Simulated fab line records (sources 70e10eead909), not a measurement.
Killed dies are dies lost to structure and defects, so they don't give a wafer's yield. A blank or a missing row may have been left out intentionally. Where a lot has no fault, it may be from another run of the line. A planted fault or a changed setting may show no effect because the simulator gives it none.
Which tool was responsible? / flow nand-harc / 39 wafers from 13 lots sampled at 5 of the route's 1159 steps

## WHAT THE GAUGES SHOWED, per wafer
NHARC_END_SORT_01. Usual: killed-at-array 28, standard deviation 8.9; killed-at-other 0.8, standard deviation 1.2; killed-at-periphery 3.3, standard deviation 2.3; killed-dies 32, standard deviation 9.4; killed-open 3.2, standard deviation 1.8; killed-short 1.9, standard deviation 1.4.
lot=L617; measured=day 25 05:34; on=prober-02; killed-at-array=675 675 675; killed-at-other=0 0 0; killed-at-periphery=2 2 2; killed-dies=677 677 677; killed-open=1 6 2; killed-short=3 2 0; flag=OFF
lot=L618; measured=day 24 13:35; on=prober-02; killed-at-array=669 671 673; killed-at-other=0 0 0; killed-at-periphery=8 6 4; killed-dies=677 677 677; killed-open=2 7 1; killed-short=1 4 1; flag=OFF
lot=L620; measured=day 24 15:29; on=prober-01; killed-at-array=674 675 675; killed-at-other=0 0 0; killed-at-periphery=3 2 2; killed-dies=677 677 677; killed-open=5 4 1; killed-short=0 1 5; flag=OFF

## WHAT TOOL EACH LOT RAN ON (gives the tool, then ch and the chambers of the sampled wafers, and finally the start)
lot=L597; NHARC_A_STAIRCASE_ETCHBACK_416=rie-diel-05 ch 0,1,2, day 11 18:13 or earlier; NHARC_A_STAIRCASE_ALD_420=ald-hk-02 ch 0,3, day 11 18:13; NHARC_A_STAIRCASE_CMP_152=cmp-02 ch 0,2,3, day 13 06:52; NHARC_A_STAIRCASE_ETCHBACK_422=rie-diel-05 ch 0,1, day 13 07:19
lot=L599; NHARC_A_STAIRCASE_ETCHBACK_416=rie-diel-01 ch 0,1, day 12 15:32 or earlier; NHARC_A_STAIRCASE_ALD_420=ald-hk-03 ch 0,2,3, day 12 15:32; NHARC_A_STAIRCASE_CMP_152=cmp-03 ch 0,1,2, day 14 01:37; NHARC_A_STAIRCASE_ETCHBACK_422=rie-diel-05 ch 0,2,3, day 14 02:06
lot=L601; NHARC_A_STAIRCASE_ETCHBACK_416=rie-diel-01 ch 0,1,2, day 13 06:47 or earlier; NHARC_A_STAIRCASE_ALD_420=ald-hk-02 ch 2,3, day 13 06:47; NHARC_A_STAIRCASE_CMP_152=cmp-04 ch 0,2,3, day 14 19:17; NHARC_A_STAIRCASE_ETCHBACK_422=rie-diel-05 ch 0,1, day 14 19:46
lot=L602; NHARC_A_STAIRCASE_ETCHBACK_416=rie-diel-10 ch 0,2,3, day 13 05:05; NHARC_A_STAIRCASE_ALD_420=ald-hk-02 ch 0,2, day 13 11:23; NHARC_A_STAIRCASE_CMP_152=cmp-03 ch 0,1,3, day 14 23:19; NHARC_A_STAIRCASE_ETCHBACK_422=rie-diel-10 ch 0,2, day 14 23:48
lot=L603; NHARC_A_STAIRCASE_ETCHBACK_416=rie-diel-05 ch 0,2, day 14 04:09 or earlier; NHARC_A_STAIRCASE_ALD_420=ald-hk-02 ch 0,2,3, day 14 04:09; NHARC_A_STAIRCASE_CMP_152=cmp-02 ch 0,2, day 15 21:33; NHARC_A_STAIRCASE_ETCHBACK_422=rie-diel-01 ch 1,2,3, day 15 22:12
lot=L605; NHARC_A_STAIRCASE_ETCHBACK_416=rie-diel-05 ch 1,2,3, day 14 13:07 or earlier; NHARC_A_STAIRCASE_ALD_420=ald-hk-02 ch 0,1,3, day 14 13:07; NHARC_A_STAIRCASE_CMP_152=cmp-03 ch 1,2,3, day 16 00:43; NHARC_A_STAIRCASE_ETCHBACK_422=rie-diel-05 ch 0,1,3, day 16 01:09
lot=L606; NHARC_A_STAIRCASE_ETCHBACK_416=rie-diel-10 ch 0,3, day 14 14:04 or earlier; NHARC_A_STAIRCASE_ALD_420=ald-hk-02 ch 1,3, day 14 14:04; NHARC_A_STAIRCASE_CMP_152=cmp-04 ch 1,2, day 15 21:41; NHARC_A_STAIRCASE_ETCHBACK_422=rie-diel-01 ch 1,3, day 15 22:18
lot=L608; NHARC_A_STAIRCASE_ETCHBACK_416=rie-diel-01 ch 0,2, day 15 08:12 or earlier; NHARC_A_STAIRCASE_ALD_420=ald-hk-02 ch 0,2,3, day 15 08:12; NHARC_A_STAIRCASE_CMP_152=cmp-04 ch 0,1,3, day 16 19:30; NHARC_A_STAIRCASE_ETCHBACK_422=rie-diel-05 ch 0,1,3, day 16 19:58
lot=L611; NHARC_A_STAIRCASE_ETCHBACK_416=rie-diel-10 ch 1,2,3, day 15 11:41 or earlier; NHARC_A_STAIRCASE_ALD_420=ald-hk-02 ch 0,2,3, day 15 11:41; NHARC_A_STAIRCASE_CMP_152=cmp-02 ch 0,2,3, day 16 20:17; NHARC_A_STAIRCASE_ETCHBACK_422=rie-diel-05 ch 0,2,3, day 16 20:44
lot=L612; NHARC_A_STAIRCASE_ETCHBACK_416=rie-diel-01 ch 0,2,3, day 16 06:00 or earlier; NHARC_A_STAIRCASE_ALD_420=ald-hk-03 ch 0,2,3, day 16 06:00; NHARC_A_STAIRCASE_CMP_152=cmp-03 ch 1,2, day 17 19:29; NHARC_A_STAIRCASE_ETCHBACK_422=rie-diel-05 ch 0,1,2, day 17 19:59
lot=L617; NHARC_A_STAIRCASE_ETCHBACK_416=rie-diel-05 ch 1,2, day 17 06:27 or earlier; NHARC_A_STAIRCASE_ALD_420=ald-hk-02 ch 1,3, day 17 06:27; NHARC_A_STAIRCASE_CMP_152=cmp-03 ch 0,1,3, day 19 03:07; NHARC_A_STAIRCASE_ETCHBACK_422=rie-diel-01 ch 1,2, day 19 03:35
lot=L618; NHARC_A_STAIRCASE_ETCHBACK_416=rie-diel-05 ch 0,3, day 17 07:23 or earlier; NHARC_A_STAIRCASE_ALD_420=ald-hk-02 ch 2,3, day 17 07:23; NHARC_A_STAIRCASE_CMP_152=cmp-03 ch 0,1, day 19 03:25; NHARC_A_STAIRCASE_ETCHBACK_422=rie-diel-05 ch 0,1,3, day 19 03:55
lot=L620; NHARC_A_STAIRCASE_ETCHBACK_416=rie-diel-01 ch 0,1, day 17 11:48 or earlier; NHARC_A_STAIRCASE_ALD_420=ald-hk-01 ch 0,1,2, day 17 11:48; NHARC_A_STAIRCASE_CMP_152=cmp-04 ch 1,3, day 19 03:14; NHARC_A_STAIRCASE_ETCHBACK_422=rie-diel-05 ch 0,1, day 19 03:43
- NHARC_A_STAIRCASE_ETCHBACK_416: etches the open film in C4F8/O2/Ar, target depth 36 nm, time 7.2 s.
- NHARC_A_STAIRCASE_ALD_420: deposits SiO2, target thk 20 nm, pulse time 6 s, ald cycles 200.
- NHARC_A_STAIRCASE_CMP_152: polishes.
- NHARC_A_STAIRCASE_ETCHBACK_422: etches the open film in CH3F/O2, target depth 40 nm, time 74.286 s.

## AS READ BY THE TOOLS THEMSELVES (means over the sampled wafers that have a number; for cases with no such wafer, the mark the record gives instead)
NHARC_A_STAIRCASE_ETCHBACK_416. Usual: oes-product-au 0.95 a.u., standard deviation 0.032; rf-vpp-V 724 V, standard deviation 5.2.
lot=L597; tool=rie-diel-05; oes-product-au (a.u.)=0.92; rf-vpp-V (V)=720; flag=
lot=L599; tool=rie-diel-01; oes-product-au (a.u.)=0.93; rf-vpp-V (V)=724; flag=
lot=L601; tool=rie-diel-01; oes-product-au (a.u.)=1.00; rf-vpp-V (V)=720; flag=
lot=L602; tool=rie-diel-10; oes-product-au (a.u.)=0.93; rf-vpp-V (V)=723; flag=
lot=L603; tool=rie-diel-05; oes-product-au (a.u.)=0.92; rf-vpp-V (V)=718; flag=
lot=L605; tool=rie-diel-05; oes-product-au (a.u.)=0.94; rf-vpp-V (V)=722; flag=
lot=L606; tool=rie-diel-10; oes-product-au (a.u.)=0.92; rf-vpp-V (V)=723; flag=
lot=L608; tool=rie-diel-01; oes-product-au (a.u.)=1.00; rf-vpp-V (V)=718; flag=
lot=L611; tool=rie-diel-10; oes-product-au (a.u.)=0.92; rf-vpp-V (V)=729; flag=
lot=L612; tool=rie-diel-01; oes-product-au (a.u.)=0.93; rf-vpp-V (V)=722; flag=
lot=L617; tool=rie-diel-05; oes-product-au (a.u.)=0.93; rf-vpp-V (V)=722; flag=
lot=L618; tool=rie-diel-05; oes-product-au (a.u.)=0.93; rf-vpp-V (V)=724; flag=
lot=L620; tool=rie-diel-01; oes-product-au (a.u.)=1.00; rf-vpp-V (V)=721; flag=

NHARC_A_STAIRCASE_ALD_420. Usual: heater-power-w 444 W, standard deviation 48; precursor-pulse-height-rel 1.002, standard deviation 0.022.
lot=L597; tool=ald-hk-02; heater-power-w (W)=429; precursor-pulse-height-rel=0.994; flag=
lot=L599; tool=ald-hk-03; heater-power-w (W)=428; precursor-pulse-height-rel=1.030; flag=
lot=L601; tool=ald-hk-02; heater-power-w (W)=429; precursor-pulse-height-rel=1.017; flag=
lot=L602; tool=ald-hk-02; heater-power-w (W)=411; precursor-pulse-height-rel=0.995; flag=
lot=L603; tool=ald-hk-02; heater-power-w (W)=421; precursor-pulse-height-rel=0.979; flag=
lot=L605; tool=ald-hk-02; heater-power-w (W)=439; precursor-pulse-height-rel=1.003; flag=
lot=L606; tool=ald-hk-02; heater-power-w (W)=469; precursor-pulse-height-rel=1.021; flag=
lot=L608; tool=ald-hk-02; heater-power-w (W)=419; precursor-pulse-height-rel=0.977; flag=
lot=L611; tool=ald-hk-02; heater-power-w (W)=421; precursor-pulse-height-rel=1.000; flag=
lot=L612; tool=ald-hk-03; heater-power-w (W)=421; precursor-pulse-height-rel=1.003; flag=
lot=L617; tool=ald-hk-02; heater-power-w (W)=466; precursor-pulse-height-rel=1.009; flag=
lot=L618; tool=ald-hk-02; heater-power-w (W)=436; precursor-pulse-height-rel=0.988; flag=
lot=L620; tool=ald-hk-01; heater-power-w (W)=508; precursor-pulse-height-rel=0.996; flag=

NHARC_A_STAIRCASE_CMP_152. Usual: edge-zone-pressure-frac 1.000, standard deviation 0.0046; motor-current-A 12.6 A, standard deviation 1.1.
lot=L597; tool=cmp-02; edge-zone-pressure-frac=1.000; motor-current-A (A)=12.2; flag=
lot=L599; tool=cmp-03; edge-zone-pressure-frac=1.000; motor-current-A (A)=12.8; flag=
lot=L601; tool=cmp-04; edge-zone-pressure-frac=1.003; motor-current-A (A)=12.3; flag=
lot=L602; tool=cmp-03; edge-zone-pressure-frac=1.002; motor-current-A (A)=13.1; flag=
lot=L603; tool=cmp-02; edge-zone-pressure-frac=1.002; motor-current-A (A)=12.1; flag=
lot=L605; tool=cmp-03; edge-zone-pressure-frac=0.998; motor-current-A (A)=13.1; flag=
lot=L606; tool=cmp-04; edge-zone-pressure-frac=1.000; motor-current-A (A)=12.1; flag=
lot=L608; tool=cmp-04; edge-zone-pressure-frac=0.997; motor-current-A (A)=12.2; flag=
lot=L611; tool=cmp-02; edge-zone-pressure-frac=1.004; motor-current-A (A)=12.1; flag=
lot=L612; tool=cmp-03; edge-zone-pressure-frac=0.999; motor-current-A (A)=13.2; flag=
lot=L617; tool=cmp-03; edge-zone-pressure-frac=-; motor-current-A (A)=-; flag=OFF
lot=L618; tool=cmp-03; edge-zone-pressure-frac=-; motor-current-A (A)=-; flag=OFF
lot=L620; tool=cmp-04; edge-zone-pressure-frac=-; motor-current-A (A)=-; flag=OFF

NHARC_A_STAIRCASE_ETCHBACK_422. Usual: drypump-motor-current-A 5.6 A, standard deviation 0.43; oes-product-au 0.97 a.u., standard deviation 0.037; rf-vpp-V 244.7 V, standard deviation 1.9; showerhead-plenum-p-Torr 2.48 Torr, standard deviation 0.12; throttle-valve-pct 20.664 %, standard deviation 0.0091.
lot=L597; tool=rie-diel-05; drypump-motor-current-A (A)=6.0; oes-product-au (a.u.)=1.00; rf-vpp-V (V)=243.6; showerhead-plenum-p-Torr (Torr)=2.38; throttle-valve-pct (%)=20.664; flag=
lot=L599; tool=rie-diel-05; drypump-motor-current-A (A)=5.5; oes-product-au (a.u.)=0.93; rf-vpp-V (V)=242.8; showerhead-plenum-p-Torr (Torr)=2.38; throttle-valve-pct (%)=20.671; flag=
lot=L601; tool=rie-diel-05; drypump-motor-current-A (A)=6.1; oes-product-au (a.u.)=0.92; rf-vpp-V (V)=242.4; showerhead-plenum-p-Torr (Torr)=2.32; throttle-valve-pct (%)=20.660; flag=
lot=L602; tool=rie-diel-10; drypump-motor-current-A (A)=5.8; oes-product-au (a.u.)=0.93; rf-vpp-V (V)=245.1; showerhead-plenum-p-Torr (Torr)=2.49; throttle-valve-pct (%)=20.674; flag=
lot=L603; tool=rie-diel-01; drypump-motor-current-A (A)=5.5; oes-product-au (a.u.)=1.00; rf-vpp-V (V)=245.0; showerhead-plenum-p-Torr (Torr)=2.51; throttle-valve-pct (%)=20.660; flag=
lot=L605; tool=rie-diel-05; drypump-motor-current-A (A)=5.7; oes-product-au (a.u.)=1.01; rf-vpp-V (V)=245.5; showerhead-plenum-p-Torr (Torr)=2.50; throttle-valve-pct (%)=20.667; flag=
lot=L606; tool=rie-diel-01; drypump-motor-current-A (A)=5.4; oes-product-au (a.u.)=1.00; rf-vpp-V (V)=245.9; showerhead-plenum-p-Torr (Torr)=2.62; throttle-valve-pct (%)=20.659; flag=
lot=L608; tool=rie-diel-05; drypump-motor-current-A (A)=5.7; oes-product-au (a.u.)=1.01; rf-vpp-V (V)=245.9; showerhead-plenum-p-Torr (Torr)=2.49; throttle-valve-pct (%)=20.669; flag=
lot=L611; tool=rie-diel-05; drypump-motor-current-A (A)=5.5; oes-product-au (a.u.)=1.01; rf-vpp-V (V)=244.3; showerhead-plenum-p-Torr (Torr)=2.50; throttle-valve-pct (%)=20.665; flag=
lot=L612; tool=rie-diel-05; drypump-motor-current-A (A)=5.8; oes-product-au (a.u.)=0.93; rf-vpp-V (V)=244.2; showerhead-plenum-p-Torr (Torr)=2.51; throttle-valve-pct (%)=20.656; flag=
lot=L617; tool=rie-diel-01; drypump-motor-current-A (A)=5.6; oes-product-au (a.u.)=1.00; rf-vpp-V (V)=243.4; showerhead-plenum-p-Torr (Torr)=2.38; throttle-valve-pct (%)=20.673; flag=
lot=L618; tool=rie-diel-05; drypump-motor-current-A (A)=5.7; oes-product-au (a.u.)=1.00; rf-vpp-V (V)=244.9; showerhead-plenum-p-Torr (Torr)=2.49; throttle-valve-pct (%)=20.671; flag=
lot=L620; tool=rie-diel-05; drypump-motor-current-A (A)=6.1; oes-product-au (a.u.)=0.92; rf-vpp-V (V)=245.0; showerhead-plenum-p-Torr (Torr)=2.57; throttle-valve-pct (%)=20.666; flag=

## THE ANSWER, worked out from the rows above alone
Rule: a lot counts as off when the mean over its wafers that have a number is more than 3 standard deviations away from the usual mean. Also off: a lot with no number at a reading for which 4 or more lots have one. The other lots that the step has rows for count as sound. After the gauges, taken in route order, come the tools' own readings; for these a lot's mean is taken, as printed above. At the first step where some lot is off, the reading lying furthest off is the one used; lots without a number count as furthest.
Off, at NHARC_END_SORT_01 on killed-at-array: L617, L618, L620. Neither off nor sound, because the step has no rows for them: L597, L599, L601, L602, L603, L605, L606, L608, L611, L612.
If a tool, at a process step before that reading, ran all the lots that are off and no sound lot after the first of them, it fits. Not tried: the gauges at NHARC_END_SORT_01; whatever is off there is also off at NHARC_A_STAIRCASE_CMP_152, on other tools, and gauge error can't account for it. Because NHARC_A_STAIRCASE_ETCHBACK_416 lacks a start for some lots, the hours and order of its lots are taken from NHARC_A_STAIRCASE_ALD_420. Not one of the candidates tried fits.

## WHAT THE SIMULATOR HAD PUT IN
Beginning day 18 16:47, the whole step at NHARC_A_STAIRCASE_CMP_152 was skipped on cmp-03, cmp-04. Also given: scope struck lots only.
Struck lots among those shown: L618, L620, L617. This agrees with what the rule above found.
